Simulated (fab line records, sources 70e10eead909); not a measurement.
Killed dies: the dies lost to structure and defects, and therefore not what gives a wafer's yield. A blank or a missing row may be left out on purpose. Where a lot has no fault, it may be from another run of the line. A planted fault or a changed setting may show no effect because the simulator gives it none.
Which tool was responsible? / flow nand-harc / Sampling: 13 lots, 39 wafers, 6 of 1159 route steps

WHAT EACH GAUGE READ, for each wafer
NHARC_P_M1_INSPECT_11. Usual: raw-defect-count at 3.7, with a standard deviation of 2.2.
lot=L426; measured=day 6 08:17; on=defect-inspect-02; raw-defect-count=4 2 4; flag=
lot=L428; measured=day 6 18:37; on=defect-inspect-01; raw-defect-count=5 2 2; flag=
lot=L427; measured=day 6 18:54; on=defect-inspect-02; raw-defect-count=2 6 3; flag=
lot=L429; measured=day 7 06:24; on=defect-inspect-02; raw-defect-count=3 7 3; flag=
lot=L430; measured=day 7 23:22; on=defect-inspect-01; raw-defect-count=4 3 2; flag=
lot=L433; measured=day 8 00:28; on=defect-inspect-01; raw-defect-count=3 6 4; flag=
lot=L435; measured=day 8 04:35; on=defect-inspect-02; raw-defect-count=1 3 2; flag=
lot=L439; measured=day 9 02:13; on=defect-inspect-01; raw-defect-count=4 2 2; flag=
lot=L437; measured=day 9 03:14; on=defect-inspect-01; raw-defect-count=4 3 2; flag=
lot=L436; measured=day 9 07:41; on=defect-inspect-01; raw-defect-count=454 442 462 458 446 464; flag=OFF
lot=L438; measured=day 9 10:04; on=defect-inspect-01; raw-defect-count=416 460 459 411 446 465; flag=OFF
lot=L440; measured=day 9 19:40; on=defect-inspect-02; raw-defect-count=443 438 431 441 427 423; flag=OFF
lot=L448; measured=day 11 21:36; on=defect-inspect-01; raw-defect-count=3 2 5; flag=

NHARC_END_SORT_01. Usual: defect-limited-yield 95.6 %, standard deviation 1.6; killed-at-array 26, standard deviation 10; killed-at-other 0.8, standard deviation 1.1; killed-at-periphery 3.3, standard deviation 2.6; killed-dies 30, standard deviation 11; killed-open 3.4, standard deviation 1.8; killed-short 2.0, standard deviation 1.3; sort_bin_2_pct 1.4 %, standard deviation 0.6; sort_bin_3_pct 0.22 %, standard deviation 0.19; sort_bin_4_pct 2.8 %, standard deviation 1.1; sort-n-pass 647, standard deviation 11; sort-rim-yield-pct 95.8 %, standard deviation 3; sort-yield-pct 95.6 %, standard deviation 1.6.
lot=L426; measured=day 19 16:56; on=prober-02; defect-limited-yield (%)=96.8 97.6 97.0; killed-at-array=18 12 16; killed-at-other=1 1 2; killed-at-periphery=3 3 2; killed-dies=22 16 20; killed-open=5 2 0; killed-short=0 2 3; sort_bin_2_pct (%)=0.7 0.6 0.6; sort_bin_3_pct (%)=0 0 0.15; sort_bin_4_pct (%)=2.5 1.8 2.2; sort-n-pass=655 661 657; sort-rim-yield-pct (%)=95.3 98.1 96.2; sort-yield-pct (%)=96.8 97.6 97.0; flag=
lot=L428; measured=day 20 01:37; on=prober-02; defect-limited-yield (%)=96.2 95.9 96.3; killed-at-array=21 25 23; killed-at-other=1 0 0; killed-at-periphery=4 3 2; killed-dies=26 28 25; killed-open=2 6 4; killed-short=4 1 3; sort_bin_2_pct (%)=1.0 1.0 1.3; sort_bin_3_pct (%)=0.44 0.15 0.30; sort_bin_4_pct (%)=2.4 3.0 2.1; sort-n-pass=651 649 652; sort-rim-yield-pct (%)=92.5 95.3 94.3; sort-yield-pct (%)=96.2 95.9 96.3; flag=
lot=L427; measured=day 20 01:19; on=prober-01; defect-limited-yield (%)=97.8 98.1 97.0; killed-at-array=11 11 18; killed-at-other=0 0 0; killed-at-periphery=4 2 2; killed-dies=15 13 20; killed-open=5 3 3; killed-short=1 2 2; sort_bin_2_pct (%)=0.3 0.6 0.7; sort_bin_3_pct (%)=0.15 0.15 0; sort_bin_4_pct (%)=1.8 1.2 2.2; sort-n-pass=662 664 657; sort-rim-yield-pct (%)=99.1 98.1 99.1; sort-yield-pct (%)=97.8 98.1 97.0; flag=
lot=L429; measured=day 20 09:34; on=prober-02; defect-limited-yield (%)=97.2 97.9 96.6; killed-at-array=17 10 19; killed-at-other=1 0 0; killed-at-periphery=1 4 4; killed-dies=19 14 23; killed-open=1 0 5; killed-short=1 3 3; sort_bin_2_pct (%)=0.4 0.3 0.9; sort_bin_3_pct (%)=0.15 0 0.30; sort_bin_4_pct (%)=2.2 1.8 2.2; sort-n-pass=658 663 654; sort-rim-yield-pct (%)=100.0 99.1 100.0; sort-yield-pct (%)=97.2 97.9 96.6; flag=
lot=L430; measured=day 21 18:59; on=prober-02; defect-limited-yield (%)=96.5 93.2 95.3; killed-at-array=22 41 29; killed-at-other=0 1 0; killed-at-periphery=2 4 3; killed-dies=24 46 32; killed-open=0 2 3; killed-short=0 4 3; sort_bin_2_pct (%)=1.5 1.9 1.6; sort_bin_3_pct (%)=0 0.30 0.15; sort_bin_4_pct (%)=2.1 4.6 3.0; sort-n-pass=653 631 645; sort-rim-yield-pct (%)=94.3 89.6 94.3; sort-yield-pct (%)=96.5 93.2 95.3; flag=
lot=L433; measured=day 21 10:20; on=prober-02; defect-limited-yield (%)=96.2 96.6 96.3; killed-at-array=21 19 22; killed-at-other=0 0 0; killed-at-periphery=5 4 3; killed-dies=26 23 25; killed-open=7 3 4; killed-short=1 2 2; sort_bin_2_pct (%)=1.6 1.3 1.2; sort_bin_3_pct (%)=0.15 0.15 0.15; sort_bin_4_pct (%)=2.1 1.9 2.4; sort-n-pass=651 654 652; sort-rim-yield-pct (%)=97.2 99.1 100.0; sort-yield-pct (%)=96.2 96.6 96.3; flag=
lot=L435; measured=day 22 02:49; on=prober-01; defect-limited-yield (%)=95.4 94.8 93.5; killed-at-array=28 32 42; killed-at-other=0 0 1; killed-at-periphery=3 3 1; killed-dies=31 35 44; killed-open=4 3 5; killed-short=3 3 3; sort_bin_2_pct (%)=1.2 1.5 2.4; sort_bin_3_pct (%)=0.15 0.44 0.15; sort_bin_4_pct (%)=3.2 3.2 4.0; sort-n-pass=646 642 633; sort-rim-yield-pct (%)=95.3 95.3 89.6; sort-yield-pct (%)=95.4 94.8 93.5; flag=
lot=L439; measured=day 22 02:50; on=prober-02; defect-limited-yield (%)=95.3 95.9 94.7; killed-at-array=31 28 34; killed-at-other=0 0 1; killed-at-periphery=1 0 1; killed-dies=32 28 36; killed-open=3 4 5; killed-short=0 3 1; sort_bin_2_pct (%)=1.9 1.5 1.8; sort_bin_3_pct (%)=0.44 0.30 0.15; sort_bin_4_pct (%)=2.4 2.4 3.4; sort-n-pass=645 649 641; sort-rim-yield-pct (%)=95.3 97.2 91.5; sort-yield-pct (%)=95.3 95.9 94.7; flag=
lot=L437; measured=day 21 18:59; on=prober-01; defect-limited-yield (%)=97.6 98.5 97.0; killed-at-array=15 9 15; killed-at-other=0 0 0; killed-at-periphery=1 1 5; killed-dies=16 10 20; killed-open=6 4 6; killed-short=0 0 3; sort_bin_2_pct (%)=0.7 0.6 0.7; sort_bin_3_pct (%)=0.15 0 0.15; sort_bin_4_pct (%)=1.5 0.9 2.1; sort-n-pass=661 667 657; sort-rim-yield-pct (%)=98.1 99.1 95.3; sort-yield-pct (%)=97.6 98.5 97.0; flag=
lot=L448; measured=day 25 17:32; on=prober-02; defect-limited-yield (%)=94.1 93.2 93.1; killed-at-array=36 43 40; killed-at-other=1 1 0; killed-at-periphery=3 2 7; killed-dies=40 46 47; killed-open=1 2 2; killed-short=2 0 2; sort_bin_2_pct (%)=2.2 1.8 1.8; sort_bin_3_pct (%)=0.44 0.59 0.30; sort_bin_4_pct (%)=3.2 4.4 4.9; sort-n-pass=637 631 630; sort-rim-yield-pct (%)=97.2 97.2 98.1; sort-yield-pct (%)=94.1 93.2 93.1; flag=

TOOL THAT RAN EACH LOT (tool first, then ch and the chambers of the sampled wafers, then the start)
lot=L426; NHARC_P_M0_ANNEAL_30=rtp-anneal-02 ch 0, day 6 06:07; NHARC_P_M0_PRE_CLEAN_31=pecvd-03 ch 0,2, day 6 06:59; NHARC_P_M1_ETCH_35=rie-diel-10 ch 0,1,2, day 6 08:26; NHARC_P_M1_PVD_20=pvd-sputter-03, day 19 16:56 or earlier
lot=L428; NHARC_P_M0_ANNEAL_30=rtp-anneal-02 ch 0, day 6 16:20; NHARC_P_M0_PRE_CLEAN_31=pecvd-03 ch 0,2, day 6 17:10; NHARC_P_M1_ETCH_35=rie-diel-12 ch 0,1,3, day 6 18:47; NHARC_P_M1_PVD_20=pvd-sputter-01, day 20 01:37 or earlier
lot=L427; NHARC_P_M0_ANNEAL_30=rtp-anneal-01 ch 0, day 6 16:44; NHARC_P_M0_PRE_CLEAN_31=pecvd-04 ch 0,1,2, day 6 17:36; NHARC_P_M1_ETCH_35=rie-diel-12 ch 1,2,3, day 6 19:04; NHARC_P_M1_PVD_20=pvd-sputter-02, day 20 01:19 or earlier
lot=L429; NHARC_P_M0_ANNEAL_30=rtp-anneal-01 ch 0, day 7 04:05; NHARC_P_M0_PRE_CLEAN_31=pecvd-03 ch 1,2, day 7 04:56; NHARC_P_M1_ETCH_35=rie-diel-01 ch 0,2,3, day 7 06:32; NHARC_P_M1_PVD_20=pvd-sputter-02, day 20 09:34 or earlier
lot=L430; NHARC_P_M0_ANNEAL_30=rtp-anneal-02 ch 0, day 7 21:01; NHARC_P_M0_PRE_CLEAN_31=pecvd-03 ch 0,2, day 7 21:55; NHARC_P_M1_ETCH_35=rie-diel-01 ch 0,1,2, day 7 23:32; NHARC_P_M1_PVD_20=pvd-sputter-01, day 21 18:59 or earlier
lot=L433; NHARC_P_M0_ANNEAL_30=rtp-anneal-01 ch 0, day 7 22:12; NHARC_P_M0_PRE_CLEAN_31=pecvd-04 ch 0,1,2, day 7 23:08; NHARC_P_M1_ETCH_35=rie-diel-12 ch 0,3, day 8 00:37; NHARC_P_M1_PVD_20=pvd-sputter-03, day 21 10:20 or earlier
lot=L435; NHARC_P_M0_ANNEAL_30=rtp-anneal-01 ch 0, day 8 02:12; NHARC_P_M0_PRE_CLEAN_31=pecvd-03 ch 0,1, day 8 03:09; NHARC_P_M1_ETCH_35=rie-diel-10 ch 0,1,2, day 8 04:44; NHARC_P_M1_PVD_20=pvd-sputter-02, day 22 02:49 or earlier
lot=L439; NHARC_P_M0_ANNEAL_30=rtp-anneal-02 ch 0, day 9 00:01; NHARC_P_M0_PRE_CLEAN_31=pecvd-03 ch 0,2, day 9 00:54; NHARC_P_M1_ETCH_35=rie-diel-01 ch 1,2,3, day 9 02:22; NHARC_P_M1_PVD_20=pvd-sputter-01, day 22 02:50 or earlier
lot=L437; NHARC_P_M0_ANNEAL_30=rtp-anneal-02 ch 0, day 9 00:53; NHARC_P_M0_PRE_CLEAN_31=pecvd-01 ch 0,1,2, day 9 01:47; NHARC_P_M1_ETCH_35=rie-diel-01 ch 0,1,3, day 9 03:51; NHARC_P_M1_PVD_20=pvd-sputter-01, day 21 18:59 or earlier
lot=L436; NHARC_P_M0_ANNEAL_30=rtp-anneal-02 ch 0, day 9 05:29; NHARC_P_M0_PRE_CLEAN_31=pecvd-03 ch 0,1, day 9 06:22; NHARC_P_M1_ETCH_35=-; NHARC_P_M1_PVD_20=-
lot=L438; NHARC_P_M0_ANNEAL_30=rtp-anneal-02 ch 0, day 9 07:47; NHARC_P_M0_PRE_CLEAN_31=pecvd-03 ch 1,2, day 9 08:37; NHARC_P_M1_ETCH_35=-; NHARC_P_M1_PVD_20=-
lot=L440; NHARC_P_M0_ANNEAL_30=rtp-anneal-02 ch 0, day 9 17:08; NHARC_P_M0_PRE_CLEAN_31=pecvd-03 ch 0,1, day 9 17:58; NHARC_P_M1_ETCH_35=-; NHARC_P_M1_PVD_20=-
lot=L448; NHARC_P_M0_ANNEAL_30=rtp-anneal-01 ch 0, day 11 19:26; NHARC_P_M0_PRE_CLEAN_31=pecvd-04 ch 0,2, day 11 20:17; NHARC_P_M1_ETCH_35=rie-diel-10 ch 1,2,3, day 11 21:45; NHARC_P_M1_PVD_20=pvd-sputter-02, day 25 17:32 or earlier
- NHARC_P_M0_ANNEAL_30: time 90 s.
- NHARC_P_M0_PRE_CLEAN_31: time 12 s.
- NHARC_P_M1_ETCH_35: etches the open film in N2/H2, target depth 40 nm, overetch 12 nm, time 43.94 s.
- NHARC_P_M1_PVD_20: deposits TaN, target thk 5 nm, time 8.06 s.

WHAT THE TOOLS THEMSELVES READ (means of the sampled wafers that have a number; where no wafer has one, the mark that the record gives instead)
NHARC_P_M0_ANNEAL_30. Usual: wafer_temp_C_max at 226.4, with a standard deviation of 0.49.
lot=L426 tool=rtp-anneal-02 wafer_temp_C_max=225.9 flag=
lot=L428 tool=rtp-anneal-02 wafer_temp_C_max=226.0 flag=
lot=L427 tool=rtp-anneal-01 wafer_temp_C_max=227.2 flag=
lot=L429 tool=rtp-anneal-01 wafer_temp_C_max=226.5 flag=
lot=L430 tool=rtp-anneal-02 wafer_temp_C_max=225.8 flag=
lot=L433 tool=rtp-anneal-01 wafer_temp_C_max=226.9 flag=
lot=L435 tool=rtp-anneal-01 wafer_temp_C_max=227.0 flag=
lot=L439 tool=rtp-anneal-02 wafer_temp_C_max=226.1 flag=
lot=L437 tool=rtp-anneal-02 wafer_temp_C_max=225.7 flag=
lot=L436 tool=rtp-anneal-02 wafer_temp_C_max=226.0 flag=
lot=L438 tool=rtp-anneal-02 wafer_temp_C_max=226.2 flag=
lot=L440 tool=rtp-anneal-02 wafer_temp_C_max=226.3 flag=
lot=L448 tool=rtp-anneal-01 wafer_temp_C_max=227.0 flag=

NHARC_P_M0_PRE_CLEAN_31. Usual: heater-power-w at 645 W, with a standard deviation of 85.
lot=L426; tool=pecvd-03; heater-power-w (W)=629; flag=
lot=L428; tool=pecvd-03; heater-power-w (W)=717; flag=
lot=L427; tool=pecvd-04; heater-power-w (W)=648; flag=
lot=L429; tool=pecvd-03; heater-power-w (W)=547; flag=
lot=L430; tool=pecvd-03; heater-power-w (W)=617; flag=
lot=L433; tool=pecvd-04; heater-power-w (W)=653; flag=
lot=L435; tool=pecvd-03; heater-power-w (W)=744; flag=
lot=L439; tool=pecvd-03; heater-power-w (W)=638; flag=
lot=L437; tool=pecvd-01; heater-power-w (W)=654; flag=
lot=L436; tool=pecvd-03; heater-power-w (W)=619; flag=
lot=L438; tool=pecvd-03; heater-power-w (W)=579; flag=
lot=L440; tool=pecvd-03; heater-power-w (W)=747; flag=
lot=L448; tool=pecvd-04; heater-power-w (W)=556; flag=

NHARC_P_M1_ETCH_35. Usual: drypump-motor-current-A 5.4 A, standard deviation 0.37; oes-product-au 1.001 a.u., standard deviation 0.0078; rf-vpp-V 430.6 V, standard deviation 2.4; showerhead-plenum-p-Torr 2.04 Torr, standard deviation 0.081; throttle-valve-pct 14.172 %, standard deviation 0.0087.
lot=L426; tool=rie-diel-10; drypump-motor-current-A (A)=5.5; oes-product-au (a.u.)=0.997; rf-vpp-V (V)=427.9; showerhead-plenum-p-Torr (Torr)=1.98; throttle-valve-pct (%)=14.165; flag=
lot=L428; tool=rie-diel-12; drypump-motor-current-A (A)=5.6; oes-product-au (a.u.)=1.002; rf-vpp-V (V)=429.5; showerhead-plenum-p-Torr (Torr)=1.99; throttle-valve-pct (%)=14.165; flag=
lot=L427; tool=rie-diel-12; drypump-motor-current-A (A)=5.2; oes-product-au (a.u.)=1.011; rf-vpp-V (V)=430.4; showerhead-plenum-p-Torr (Torr)=2.00; throttle-valve-pct (%)=14.172; flag=
lot=L429; tool=rie-diel-01; drypump-motor-current-A (A)=5.2; oes-product-au (a.u.)=1.010; rf-vpp-V (V)=432.5; showerhead-plenum-p-Torr (Torr)=2.10; throttle-valve-pct (%)=14.175; flag=
lot=L430; tool=rie-diel-01; drypump-motor-current-A (A)=5.3; oes-product-au (a.u.)=1.002; rf-vpp-V (V)=432.6; showerhead-plenum-p-Torr (Torr)=2.13; throttle-valve-pct (%)=14.183; flag=
lot=L433; tool=rie-diel-12; drypump-motor-current-A (A)=6.0; oes-product-au (a.u.)=0.996; rf-vpp-V (V)=428.1; showerhead-plenum-p-Torr (Torr)=1.95; throttle-valve-pct (%)=14.178; flag=
lot=L435; tool=rie-diel-10; drypump-motor-current-A (A)=5.5; oes-product-au (a.u.)=0.999; rf-vpp-V (V)=428.6; showerhead-plenum-p-Torr (Torr)=1.98; throttle-valve-pct (%)=14.173; flag=
lot=L439; tool=rie-diel-01; drypump-motor-current-A (A)=5.5; oes-product-au (a.u.)=0.998; rf-vpp-V (V)=432.3; showerhead-plenum-p-Torr (Torr)=2.09; throttle-valve-pct (%)=14.165; flag=
lot=L437; tool=rie-diel-01; drypump-motor-current-A (A)=5.3; oes-product-au (a.u.)=1.001; rf-vpp-V (V)=432.7; showerhead-plenum-p-Torr (Torr)=2.14; throttle-valve-pct (%)=14.172; flag=
lot=L448; tool=rie-diel-10; drypump-motor-current-A (A)=5.5; oes-product-au (a.u.)=0.994; rf-vpp-V (V)=430.3; showerhead-plenum-p-Torr (Torr)=2.03; throttle-valve-pct (%)=14.168; flag=

NHARC_P_M1_PVD_20. Usual: chamber-pressure-pa 0.11997 Pa, standard deviation 0.00024; throttle-valve-pct 30.6 %, standard deviation 1.1.
lot=L426; tool=pvd-sputter-03; chamber-pressure-pa (Pa)=0.11998; throttle-valve-pct (%)=30.9; flag=
lot=L428; tool=pvd-sputter-01; chamber-pressure-pa (Pa)=0.12008; throttle-valve-pct (%)=30.9; flag=
lot=L427; tool=pvd-sputter-02; chamber-pressure-pa (Pa)=0.11995; throttle-valve-pct (%)=30.0; flag=
lot=L429; tool=pvd-sputter-02; chamber-pressure-pa (Pa)=0.11969; throttle-valve-pct (%)=29.8; flag=
lot=L430; tool=pvd-sputter-01; chamber-pressure-pa (Pa)=0.12015; throttle-valve-pct (%)=30.9; flag=
lot=L433; tool=pvd-sputter-03; chamber-pressure-pa (Pa)=0.12041; throttle-valve-pct (%)=30.2; flag=
lot=L435; tool=pvd-sputter-02; chamber-pressure-pa (Pa)=0.11985; throttle-valve-pct (%)=30.0; flag=
lot=L439; tool=pvd-sputter-01; chamber-pressure-pa (Pa)=0.11996; throttle-valve-pct (%)=30.9; flag=
lot=L437; tool=pvd-sputter-01; chamber-pressure-pa (Pa)=0.11998; throttle-valve-pct (%)=31.3; flag=
lot=L448; tool=pvd-sputter-02; chamber-pressure-pa (Pa)=0.11977; throttle-valve-pct (%)=30.1; flag=

THE ANSWER, worked out from the rows above alone
Rule: a lot counts as off when the mean over its wafers that have a number is more than 3 standard deviations away from the usual mean. Also off: a lot with no number at a reading for which 4 or more lots have one. Where the step has rows for the other lots, those lots are counted as sound. The gauges are gone through in route order, then the tools' own readings, and for those a lot's mean is taken as printed above. At the first step where some lot is off, the reading lying furthest off is the one used; lots without a number count as furthest.
Off: L436, L438, L440 (NHARC_P_M1_INSPECT_11, raw-defect-count).
If a tool, at a process step before that reading, ran all the lots that are off and no sound lot after the first of them, it fits. The gauges at NHARC_P_M1_INSPECT_11 are tried like those tools. This does not decide it: 2 tools fit, namely rtp-anneal-02 at NHARC_P_M0_ANNEAL_30 and pecvd-03 at NHARC_P_M0_PRE_CLEAN_31.

WHAT THE SIMULATOR HAD PUT IN
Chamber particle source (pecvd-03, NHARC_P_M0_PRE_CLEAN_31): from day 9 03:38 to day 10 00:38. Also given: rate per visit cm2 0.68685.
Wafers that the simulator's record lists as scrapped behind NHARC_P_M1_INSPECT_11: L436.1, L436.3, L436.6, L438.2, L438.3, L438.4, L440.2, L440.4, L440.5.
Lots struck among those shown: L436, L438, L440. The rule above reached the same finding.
